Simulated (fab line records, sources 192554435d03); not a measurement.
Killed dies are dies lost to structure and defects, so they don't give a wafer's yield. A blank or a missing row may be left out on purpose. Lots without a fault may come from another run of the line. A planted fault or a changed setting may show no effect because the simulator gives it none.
fab line records | flow n5_finfet
record lots=5 wafers=15 last_day=18
route steps=1938 shown BEOL_M8@1332
lots that met no fault: from a run of the same line without faults
start_h: hours from the record's first day to the start of the lot's first wafer shown | wait_h: hours since the lot's step before | " the same as in the row above | L1.1+2: a row that stands for several wafers | - no value, or no start given | * or withheld: withheld | < > ~ a bound
route shown NAME@n: a module of which the file shows steps, and the number in the route of the first | usual: mean/standard deviation of fault-free wafers | same: alike in all rows | chamber/n: place in a boat | sites: the reading at each site | _std_site: their standard deviation | _edge_site: outer sites' mean less inner sites' | radius_mm: how far each site lies from the wafer's centre | mask NAME#n: copy n | behind: the tool/chamber that last shaped the wafer | hold: why the lot was held/for how many hours/how that ended | device: the transistor (n, p or np) that didn't switch | end of line: the same wafers' tests at the end of the route | a step without rows: its recipe alone | killed: dies lost to structure and defects at the first sort, not the wafer's yield | map: a wafer's dies, x killed, . not, _ none there
set.NAME: the setting as run; set.NAME@STEP: as run at that earlier step | model.NAME: the simulator's own value behind a step, which no gauge read
lots at some steps of the route; a table a step, a row a wafer
services: from which hour (start_h, from the record's first day; less than 0 if before it) a tool's chamber was out of use, for how many hours, and why
## steps
# step N5_BEOL_M8_ILD_DEP_00
# recipe material=SiCOH_lowk target_thk_a=1797.5 temp_c=300 precursor=DEMS/porogen pressure_torr=5 rf_w=500 time_s=33.4
# step N5_BEOL_M8_CURE_74
# recipe temp_c=385 time_s=240 ambient=He/Ar material=SiCOH_lowk
# usual lamp_power_pct=52.31/0.054 wafer_temp_C_max=386.8/0.72
# columns lot.wafer tool chamber start_h wait_h lamp_power_pct wafer_temp_C_max
L964.3 uv_cure-02 1 276.36 0.6 52.21 386.1
L964.4 " 1 " " 52.31 386.0
L964.6 " 1 " " 52.40 386.0
L963.2 uv_cure-01 0 303.81 0.3 52.33 386.4
L963.4 " 0 " " 52.30 386.5
L963.6 " 0 " " 52.31 386.6
L974.3 uv_cure-02 2 337.36 0.2 52.27 387.5
L974.5 " 2 " " 52.28 387.4
L974.6 " 2 " " 52.38 387.2
L975.1 uv_cure-03 2 341.52 0.0 52.31 388.0
L975.3 " 2 " " 52.31 387.3
L975.4 " 2 " " 52.32 388.1
L976.4 uv_cure-03 0 365.97 0.3 52.38 386.5
L976.5 " 0 " " 52.33 386.0
L976.6 " 0 " " 52.34 387.0
# step N5_BEOL_M8_THK_MEAS_01
# recipe reads=SiCOH_lowk_of_BEOL_M8_ILD_DEP_00
# usual M8_ILD_THK=155.3/1.9
# columns lot.wafer tool chamber start_h wait_h M8_ILD_THK[nm]
L964.3 film_metro-01 - 276.72 0.3 152.4
L964.4 " - " " 155.4
L964.6 " - " " 154.8
L963.2 film_metro-02 - 304.24 0.4 154.4
L963.4 " - " " 157.1
L963.6 " - " " 156.5
L974.3 film_metro-02 - 337.71 0.3 155.1
L974.5 " - " " 156.1
L974.6 " - " " 153.6
L975.1 film_metro-01 - 342.03 0.4 154.9
L975.3 " - " " 151.6
L975.4 " - " " 157.3
L976.4 film_metro-01 - 366.24 0.2 155.4
L976.5 " - " " 153.8
L976.6 " - " " 153.3
# step N5_BEOL_M8_PECVD_70
# recipe material=SiO2 target_thk_a=200 temp_c=400 precursor=TEOS/O2 pressure_torr=5.5 rf_w=450 teos_flow_sccm=53.8 gas=O2 flow_sccm=3000 time_s=22.7
# step N5_BEOL_M8_HM_DEP_02
# recipe material=TiN target_thk_a=200 temp_c=25 chamber_pressure_pa=0.49996
# usual throttle_valve_pct=30.2/1
# columns lot.wafer tool chamber start_h wait_h throttle_valve_pct
L964.3 pvd_sputter-03 - 277.30 0.5 30.0
L964.4 " - " " 31.2
L964.6 " - " " 29.8
L963.2 pvd_sputter-03 - 304.74 0.4 30.9
L963.4 " - " " 30.1
L963.6 " - " " 30.1
L974.3 pvd_sputter-03 - 339.25 1.5 30.7
L974.5 " - " " 30.4
L974.6 " - " " 31.0
L975.1 pvd_sputter-02 - 343.51 1.4 31.7
L975.3 " - " " 29.2
L975.4 " - " " 31.4
L976.4 pvd_sputter-02 - 367.98 1.7 31.5
L976.5 " - " " 29.4
L976.6 " - " " 31.1
# step N5_BEOL_M8_COAT_59
# recipe resist=SOC temp_c=250 time_s=60 spin_rpm=1500 resist_thk_nm=100
# step N5_BEOL_M8_COAT_60
# recipe resist=SiARC temp_c=220 time_s=60 spin_rpm=1500 resist_thk_nm=35
# step N5_BEOL_M8_COAT_05
# recipe resist=CAR-ArF spin_rpm=1500 resist_thk_nm=90
# step N5_BEOL_M8_EBR_07
# recipe solvent=PGMEA ebr_width_mm=1.5
# step N5_BEOL_M8_SOFTBAKE_06
# recipe temp_c=110 time_s=60 resist=CAR-ArF
# step N5_BEOL_M8_EXPOSE_08
# recipe mask_id=M8 na=1.35 source_shape=dipole sigma_inner=0.817 sigma_outer=0.97 polarization=te dose_mj=68.25
# step N5_BEOL_M8_PEB_09
# recipe peb_temp_c=withheld peb_time_s=60 resist=CAR-ArF
# step N5_BEOL_M8_DEVELOP_10
# recipe develop_time_s=30 developer=TMAH resist=CAR-ArF rinse_liquid=diw dry=air_spin dev_temp_c=23
# usual chill_plate_temp_C=22.99/0.096 exhaust_pa=45.1/0.96
# columns lot.wafer tool chamber start_h wait_h chill_plate_temp_C exhaust_pa
L964.3 litho_track-02 0 277.61 - 23.04 44.6
L964.4 " 0 " " 23.18 47.1
L964.6 " 0 " " 23.21 46.4
L963.2 litho_track-05 0 305.18 - 22.93 46.4
L963.4 " 0 " " 22.87 46.8
L963.6 " 0 " " 22.86 46.4
L974.3 litho_track-05 0 339.69 - 23.03 44.9
L974.5 " 0 " " 22.96 44.9
L974.6 " 0 " " 22.92 44.9
L975.1 litho_track-04 0 343.83 - 22.83 44.6
L975.3 " 0 " " 22.98 45.9
L975.4 " 0 " " 22.98 43.4
L976.4 litho_track-02 0 368.29 - 22.99 45.9
L976.5 " 0 " " 22.82 44.8
L976.6 " 0 " " 23.13 46.4
# step N5_BEOL_M8_CD_MEAS_11
# recipe target_cd_nm=38.5 landing_energy_ev=500 detector=se_inlens polarity=opening
# usual cd_nm=38.5/0.43
# columns lot.wafer tool chamber start_h wait_h cd_nm
L964.3 cd_sem-02 0 277.67 - 38.6
L964.4 " 0 " " 38.9
L964.6 " 0 " " 37.9
L963.2 cd_sem-01 0 305.24 - 38.9
L963.4 " 0 " " 38.5
L963.6 " 0 " " 39.0
L974.3 cd_sem-03 0 339.75 - 37.9
L974.5 " 0 " " 37.8
L974.6 " 0 " " 39.2
L975.1 cd_sem-03 0 343.88 - 37.8
L975.3 " 0 " " 37.4
L975.4 " 0 " " 38.4
L976.4 cd_sem-03 0 368.35 - 38.6
L976.5 " 0 " " 38.6
L976.6 " 0 " " 39.4
# step N5_BEOL_M8_OVL_MEAS_12
# recipe points_per_wafer=44
# usual M8_OVL=0.2/0.72
# same points_per_wafer=44
# columns lot.wafer tool chamber start_h wait_h M8_OVL[nm]
L964.3 overlay-02 0 277.70 0.0 1.2
L964.4 " 0 " " 0.8
L964.6 " 0 " " 0.4
L963.2 overlay-02 0 305.28 0.0 0.1
L963.4 " 0 " " 0.4
L963.6 " 0 " " 0.5
L974.3 overlay-01 0 339.78 0.0 0.7
L974.5 " 0 " " 0.7
L974.6 " 0 " " -0.6
L975.1 overlay-01 0 343.91 0.0 0.7
L975.3 " 0 " " 0.1
L975.4 " 0 " " -0.1
L976.4 overlay-02 0 368.38 0.0 1.0
L976.5 " 0 " " 0.8
L976.6 " 0 " " 0.1
# step N5_BEOL_M8_INSPECT_13
# recipe mode=adi inspect_instrument=brightfield
# usual raw_defect_count=437/100
# columns lot.wafer tool chamber start_h wait_h raw_defect_count
L964.3 defect_inspect-01 - 277.72 0.0 389
L964.4 " - " " 455
L964.6 " - " " 398
L963.2 defect_inspect-01 - 305.31 0.0 284
L963.4 " - " " 269
L963.6 " - " " 269
L974.3 defect_inspect-02 - 339.81 0.0 368
L974.5 " - " " 643
L974.6 " - " " 371
L975.1 defect_inspect-01 - 343.94 0.0 328
L975.3 " - " " 326
L975.4 " - " " 329
L976.4 defect_inspect-02 - 368.41 0.0 386
L976.5 " - " " 423
L976.6 " - " " 598
# step N5_BEOL_M8_DESCUM_16
# recipe chemistry=O2 time_s=7.9 source_power_w=50 bias_power_w=20 pressure_mtorr=20 rf_frequency_hz=2.712e+07 temp_c=40 resist=CAR-ArF o2_flow_sccm=225
# step N5_BEOL_M8_ETCH_61
# recipe chemistry=CF4 target=SiARC target_depth_a=455 mask_material=CAR-ArF time_s=75.8 ion_energy_ev=80 pressure_mtorr=40 source_w=545 bias_w=36 Ar_flow_sccm=100 cf4_flow_sccm=100 ends=cleared
# usual drypump_motor_current_A=5.9/0.37 etch_rf_on_time_s=75.4/0.95 mfc_ar_sccm=99.99/0.29 oes_product_au=0.69/0.07 rf_vpp_V=184.4/1.4 showerhead_plenum_p_Torr=2.16/0.092 throttle_valve_pct=15.54/0.19
# columns lot.wafer tool chamber start_h wait_h drypump_motor_current_A etch_rf_on_time_s mfc_ar_sccm oes_product_au rf_hours_counter_h rf_vpp_V showerhead_plenum_p_Torr throttle_valve_pct model.BEOL_M8.cd_offset_nm
L964.3 rie_diel-04 0 277.79 0.0 6.4 74.2 100.28 0.72 80 184.7 2.26 15.42 -0.6
L964.4 " 0 " " 6.3 74.1 100.15 0.71 - 185.3 2.26 15.40 -0.2
L964.6 " 2 " " 6.1 74.7 99.93 0.69 - 185.7 2.08 15.82 -0.6
L963.2 rie_diel-05 3 305.38 0.0 6.3 74.7 99.69 0.78 20 184.1 2.19 15.42 0
L963.4 " 0 " " 5.5 75.7 99.42 0.63 201 183.1 2.20 15.53 0.6
L963.6 " 3 " " 6.3 75.2 99.76 0.78 - 184.4 2.19 15.40 0.4
L974.3 rie_diel-02 0 339.88 0.0 5.3 75.0 100.10 0.67 96 185.0 2.24 15.40 -0.6
L974.5 " 2 " " 6.4 74.9 99.45 0.76 - 184.0 2.09 15.41 -0.2
L974.6 " 3 " " 5.9 77.3 100.00 0.59 - 185.0 2.19 15.56 0.8
L975.1 rie_diel-05 1 344.24 0.0 5.4 76.7 100.55 0.61 193 180.8 1.97 15.86 -0.8
L975.3 " 2 " " 5.8 76.0 99.99 0.70 69 185.9 2.26 15.54 -1
L975.4 " 0 " " 5.5 75.8 99.78 0.61 - 183.3 2.20 15.56 -0.4
L976.4 rie_diel-04 3 368.47 0.0 6.0 74.3 99.93 0.80 9 183.3 2.10 15.18 0
L976.5 " 0 " " 6.4 75.1 99.93 0.68 - 185.6 2.25 15.49 -0.2
L976.6 " 1 " " 6.1 74.7 99.82 0.79 - 185.3 2.26 15.17 0.6
# step N5_BEOL_M8_ETCH_62
# recipe chemistry=N2/H2 target=SOC target_depth_a=1100 overetch_a=220 mask_material=SiARC temp_c=40 time_s=165 ion_energy_ev=200 pressure_mtorr=30 source_w=840 bias_w=150 n2_flow_sccm=200 h2_flow_sccm=200
# usual drypump_motor_current_A=5.9/0.36 h2_flow_sccm=200.0/0.68 oes_product_au=0.68/0.066 rf_vpp_V=525/3.3 showerhead_plenum_p_Torr=2.57/0.11 throttle_valve_pct=17.77/0.17
# columns lot.wafer tool chamber start_h wait_h drypump_motor_current_A h2_flow_sccm oes_product_au rf_hours_counter_h rf_vpp_V showerhead_plenum_p_Torr throttle_valve_pct
L964.3 rie_diel-04 0 277.85 0.0 6.4 199.5 0.71 80 527 2.68 17.63
L964.4 " 0 " " 6.4 199.4 0.70 - 526 2.68 17.63
L964.6 " 2 " " 6.1 199.6 0.69 - 521 2.46 18.02
L963.2 rie_diel-05 3 305.43 0.0 6.3 200.1 0.76 20 526 2.60 17.72
L963.4 " 0 " " 5.5 199.9 0.62 202 527 2.63 17.69
L963.6 " 3 " " 6.3 201.2 0.76 - 527 2.60 17.72
L974.3 rie_diel-02 0 339.94 0.0 5.3 200.6 0.66 96 527 2.68 17.68
L974.5 " 2 " " 6.4 200.8 0.74 - 521 2.49 17.74
L974.6 " 3 " " 5.9 198.7 0.59 - 525 2.62 17.86
L975.1 rie_diel-05 1 344.30 0.0 5.4 200.2 0.60 193 517 2.32 18.09
L975.3 " 2 " " 5.8 199.2 0.69 69 529 2.69 17.75
L975.4 " 0 " " 5.6 199.8 0.61 - 526 2.62 17.73
L976.4 rie_diel-04 3 368.53 0.0 6.0 199.1 0.79 9 522 2.50 17.47
L976.5 " 0 " " 6.4 200.1 0.68 - 527 2.66 17.68
L976.6 " 1 " " 6.1 200.4 0.78 - 529 2.70 17.39
# step N5_BEOL_M8_STRIP_68
# recipe chemistry=N2/H2 temp_c=40 n2_flow_sccm=200 h2_flow_sccm=200 rf_frequency_hz=6e+07
# step N5_BEOL_M8_STRIP_67
# recipe chemistry=CF4 resist=SiARC power_w=300 bias_power_w=75 pressure_mtorr=50 cf4_flow_sccm=150 rf_frequency_hz=6e+07
# usual drypump_motor_current_A=5.9/0.36 oes_product_au=0.80/0.078 rf_vpp_V=271.6/2 showerhead_plenum_p_Torr=1.81/0.075 throttle_valve_pct=13.52/0.19
# columns lot.wafer tool chamber start_h wait_h drypump_motor_current_A oes_product_au rf_hours_counter_h rf_vpp_V showerhead_plenum_p_Torr throttle_valve_pct
L964.3 rie_diel-04 0 277.99 0.0 6.4 0.83 80 272.9 1.89 13.39
L964.4 " 0 " " 6.4 0.83 - 272.4 1.89 13.39
L964.6 " 2 " " 6.1 0.81 - 269.2 1.75 13.75
L963.2 rie_diel-05 3 305.58 0.0 6.3 0.91 20 271.5 1.83 13.36
L963.4 " 0 " " 5.5 0.73 202 272.6 1.84 13.56
L963.6 " 3 " " 6.3 0.91 - 271.4 1.83 13.37
L974.3 rie_diel-02 0 340.08 0.0 5.3 0.77 96 273.5 1.88 13.37
L974.5 " 2 " " 6.4 0.88 - 269.8 1.75 13.36
L974.6 " 3 " " 5.9 0.70 - 272.2 1.84 13.60
L975.1 rie_diel-05 1 344.44 0.0 5.4 0.71 193 267.3 1.65 13.86
L975.3 " 2 " " 5.8 0.81 69 274.7 1.89 13.48
L975.4 " 0 " " 5.5 0.72 - 272.8 1.84 13.56
L976.4 rie_diel-04 3 368.67 0.0 6.0 0.93 9 271.8 1.76 13.13
L976.5 " 0 " " 6.4 0.80 - 273.3 1.89 13.47
L976.6 " 1 " " 6.1 0.92 - 274.3 1.89 13.14
# step N5_BEOL_M8_HM_OPEN_17
# recipe chemistry=Cl2/BCl3 target_depth_a=200 overetch_a=60 target=TiN mask_material=SOC ion_energy_ev=150 pressure_mtorr=10 icp_w=1000 bias_w=126 Cl2_flow_sccm=53.25 bcl3_flow_sccm=21.75 Ar_flow_sccm=25
# usual drypump_motor_current_A=5.7/0.42 mfc_ar_sccm=25.00/0.072 oes_product_au=0.64/0.071 throttle_valve_pct=22.23/0.22
# columns lot.wafer tool chamber start_h wait_h drypump_motor_current_A mfc_ar_sccm oes_product_au rf_hours_counter_h throttle_valve_pct model.BEOL_M8.cd_offset_nm
L964.3 rie_metal-03 0 278.07 0.1 6.3 24.97 0.67 - 22.15 -0.4
L964.4 " 1 " " 5.3 24.95 0.73 - 22.04 -0.2
L964.6 " 1 " " 5.3 24.95 0.72 - 22.05 -0.4
L963.2 rie_metal-01 0 305.62 0.0 6.0 24.86 0.58 95 22.15 0
L963.4 " 0 " " 6.0 25.12 0.58 - 22.16 0.4
L963.6 " 1 " " 5.5 25.05 0.54 - 22.69 0.4
L974.3 rie_metal-01 0 340.19 0.1 5.9 25.12 0.58 - 22.15 -0.4
L974.5 " 0 " " 5.9 24.96 0.57 - 22.16 -0.2
L974.6 " 0 " " 6.0 25.05 0.58 - 22.17 0.6
L975.1 rie_metal-01 0 344.48 0.0 6.0 25.00 0.57 98 22.18 -0.8
L975.3 " 0 " " 5.9 24.98 0.57 - 22.16 -1
L975.4 " 0 " " 5.9 25.03 0.57 - 22.17 -0.4
L976.4 rie_metal-02 1 368.81 0.1 5.1 24.98 0.62 - 22.61 0.2
L976.5 " 1 " " 5.1 25.01 0.62 - 22.62 -0.2
L976.6 " 1 " " 5.1 25.02 0.61 - 22.61 0.6
# step N5_BEOL_M8_STRIP_19
# recipe chemistry=O2 power_w=400 temp_c=40 pressure_mtorr=30 rf_frequency_hz=6e+07 bias_power_w=0 overash_fraction=0.2 o2_flow_sccm=225
# usual drypump_motor_current_A=5.8/0.38 oes_product_au=0.81/0.082 rf_vpp_V=3.7/0.61 showerhead_plenum_p_Torr=2.13/0.094 throttle_valve_pct=16.56/0.15
# columns lot.wafer tool chamber start_h wait_h drypump_motor_current_A oes_product_au rf_hours_counter_h rf_vpp_V showerhead_plenum_p_Torr throttle_valve_pct
L964.3 rie_diel-02 2 278.15 0.1 6.4 0.93 23 3.8 2.05 16.42
L964.4 " 0 " " 5.3 0.81 74 4.6 2.21 16.44
L964.6 " 0 " " 5.3 0.81 - 3.6 2.21 16.44
L963.2 rie_diel-05 3 305.73 0.1 6.3 0.91 20 3.4 2.15 16.52
L963.4 " 2 " " 5.8 0.84 55 4.6 2.22 16.60
L963.6 " 0 " " 5.5 0.73 - 3.3 2.16 16.59
L974.3 rie_diel-04 0 340.33 0.1 6.4 0.81 105 4.4 2.21 16.55
L974.5 " 2 " " 6.1 0.79 - 3.2 2.01 16.82
L974.6 " 1 " " 6.1 0.95 - 3.6 2.22 16.21
L975.1 rie_diel-02 3 344.69 0.2 5.9 0.68 240 4.8 2.15 16.63
L975.3 " 2 " " 6.4 0.88 45 2.8 2.04 16.47
L975.4 " 0 " " 5.3 0.79 97 3.0 2.20 16.47
L976.4 rie_diel-02 3 368.94 0.1 5.9 0.69 - 3.3 2.15 16.62
L976.5 " 0 " " 5.3 0.78 - 3.7 2.20 16.48
L976.6 " 2 " " 6.4 0.88 - 3.0 2.04 16.49
## services
# columns tool chamber start_h hours kind
uv_cure-01 - 256.47 24.0 repair
rie_diel-05 0 267.67 7.6 repair
uv_cure-03 - 273.72 7.6 repair
rie_diel-04 1 277.22 - clean
rie_diel-04 1 277.22 - consumable_replace:focus_ring
rie_diel-04 1 277.22 - consumable_replace:showerhead
rie_diel-04 1 277.22 13.6 scheduled_down
rie_diel-04 1 277.22 13.6 vent_cycle
uv_cure-03 - 294.73 0.2 repair
uv_cure-03 - 294.93 0.3 repair
uv_cure-03 - 304.41 0.4 repair
rie_diel-02 3 321.37 8.5 repair
rie_diel-04 3 323.22 - clean
rie_diel-04 3 323.22 - consumable_replace:focus_ring
rie_diel-04 3 323.22 13.6 scheduled_down
rie_diel-04 3 323.22 13.6 vent_cycle
rie_metal-01 1 330.56 9.9 repair
rie_metal-02 0 332.36 2.5 repair
rie_diel-05 3 337.33 15.2 repair
litho_track-02 - 342.67 - consumable_replace:filter
rie_diel-02 1 356.92 13.5 repair
rie_metal-02 0 360.08 - clean
rie_metal-02 0 360.08 20.2 scheduled_down
rie_metal-02 0 360.08 20.2 vent_cycle
## key
first_sign none at tools or gauges
model_effect step=N5_BEOL_M8_ETCH_61 value=BEOL_M8.cd_offset_nm without=-0.2 struck=0.8
model_effect step=N5_BEOL_M8_HM_OPEN_17 value=BEOL_M8.cd_offset_nm without=-0.4 struck=0.6
met_at N5_BEOL_M8_DEVELOP_10
struck_wafers L974.6
onset_between 305.18 339.69
fault kind=process_parameter_drift tool=litho_track-05 chamber=- onset_h=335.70 steps=N5_BEOL_M8_DEVELOP_10 channel=develop_time_s offset=* shape=step end_h=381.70 scope=struck_wafers_only acts_in=* stated=*
